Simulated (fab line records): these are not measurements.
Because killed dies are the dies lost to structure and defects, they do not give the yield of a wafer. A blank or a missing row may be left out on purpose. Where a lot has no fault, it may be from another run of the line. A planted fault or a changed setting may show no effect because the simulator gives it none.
Chamber matching / flow nandHarc / 4 sister chambers for NHARC_A_CHANNEL_FILL_D2_CMP_10 on cmp-04
The step polishes, target thk 150 nm. 14 wafers are shown with their chamber, then 7 later ones without.

== EACH WAFER AND ITS CHAMBER ==
wafer=L074.1; chamber=1; motorCurrentA (A)=11.9; timeToEndpointS (s)=17.5; slurryFlowMlMin=149.7
wafer=L074.2; chamber=0; motorCurrentA (A)=8.5; timeToEndpointS (s)=12.2; slurryFlowMlMin=150.9
wafer=L074.5; chamber=2; motorCurrentA (A)=11.2; timeToEndpointS (s)=13.9; slurryFlowMlMin=149.7
wafer=L080.1; chamber=0; motorCurrentA (A)=8.5; timeToEndpointS (s)=15.6; slurryFlowMlMin=149.7
wafer=L080.2; chamber=3; motorCurrentA (A)=12.8; timeToEndpointS (s)=17.3; slurryFlowMlMin=149.9
wafer=L080.3; chamber=2; motorCurrentA (A)=11.5; timeToEndpointS (s)=16.6; slurryFlowMlMin=149.7
wafer=L087.1; chamber=1; motorCurrentA (A)=12.8; timeToEndpointS (s)=14.9; slurryFlowMlMin=150.2
wafer=L087.4; chamber=3; motorCurrentA (A)=11.9; timeToEndpointS (s)=16.5; slurryFlowMlMin=149.5
wafer=L087.6; chamber=1; motorCurrentA (A)=12.1; timeToEndpointS (s)=14.8; slurryFlowMlMin=150.2
wafer=L088.3; chamber=3; motorCurrentA (A)=12.7; timeToEndpointS (s)=15.2; slurryFlowMlMin=150.4
wafer=L088.5; chamber=1; motorCurrentA (A)=11.8; timeToEndpointS (s)=15.5; slurryFlowMlMin=149.9
wafer=L088.6; chamber=2; motorCurrentA (A)=11.5; timeToEndpointS (s)=16.1; slurryFlowMlMin=149.4
wafer=L090.1; chamber=3; motorCurrentA (A)=13.1; timeToEndpointS (s)=17.0; slurryFlowMlMin=149.3
wafer=L090.2; chamber=2; motorCurrentA (A)=11.7; timeToEndpointS (s)=19.2; slurryFlowMlMin=149.8

SIGNATURES (averages over the wafers above)
reading=motorCurrentA; chamber 0=8.500; chamber 1=12.150; chamber 2=11.475; chamber 3=12.625; scatter within a chamber=0.391
reading=timeToEndpointS; chamber 0=13.900; chamber 1=15.675; chamber 2=16.450; chamber 3=16.500; scatter within a chamber=1.65
reading=slurryFlowMlMin; chamber 0=150.300; chamber 1=150.000; chamber 2=149.650; chamber 3=149.775; scatter within a chamber=0.412
Rule: for each reading, subtract the chamber's mean from the wafer's reading, divide by that reading's scatter and square the result; add these up over the readings and take the root, which gives the wafer's distance from the chamber. The wafer belongs to the nearest chamber; if the next one is less than 2 further off, it can't be placed. The scatter is the square root of a quotient: the sum, over the shown wafers, of each reading's squared deviation from its chamber's mean, divided by wafers minus chambers.

== WAFERS WHOSE CHAMBER IS MISSING ==
wafer=L090.4; motorCurrentA (A)=8.2; timeToEndpointS (s)=17.6; slurryFlowMlMin=149.7
wafer=L095.1; motorCurrentA (A)=11.0; timeToEndpointS (s)=14.5; slurryFlowMlMin=149.6
wafer=L095.2; motorCurrentA (A)=8.3; timeToEndpointS (s)=14.5; slurryFlowMlMin=149.4
wafer=L095.4; motorCurrentA (A)=11.5; timeToEndpointS (s)=17.2; slurryFlowMlMin=149.8
wafer=L096.2; motorCurrentA (A)=8.2; timeToEndpointS (s)=16.3; slurryFlowMlMin=149.7
wafer=L096.3; motorCurrentA (A)=11.7; timeToEndpointS (s)=16.9; slurryFlowMlMin=149.7
wafer=L096.6; motorCurrentA (A)=11.2; timeToEndpointS (s)=15.8; slurryFlowMlMin=150.6

== WHICH CHAMBER EACH WENT THROUGH ==
wafer=L090.4; from the rows above=0; in truth=0
wafer=L095.1; from the rows above=can't be placed: 2 or 1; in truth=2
wafer=L095.2; from the rows above=0; in truth=0
wafer=L095.4; from the rows above=can't be placed: 2 or 1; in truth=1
wafer=L096.2; from the rows above=0; in truth=0
wafer=L096.3; from the rows above=can't be placed: 2 or 1 or 3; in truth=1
wafer=L096.6; from the rows above=can't be placed: 2 or 1 or 3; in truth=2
Correctly placed: 3 of 7. Not placeable from these rows: 4 (in 4, the candidates include the true chamber). 0 placed wrongly.
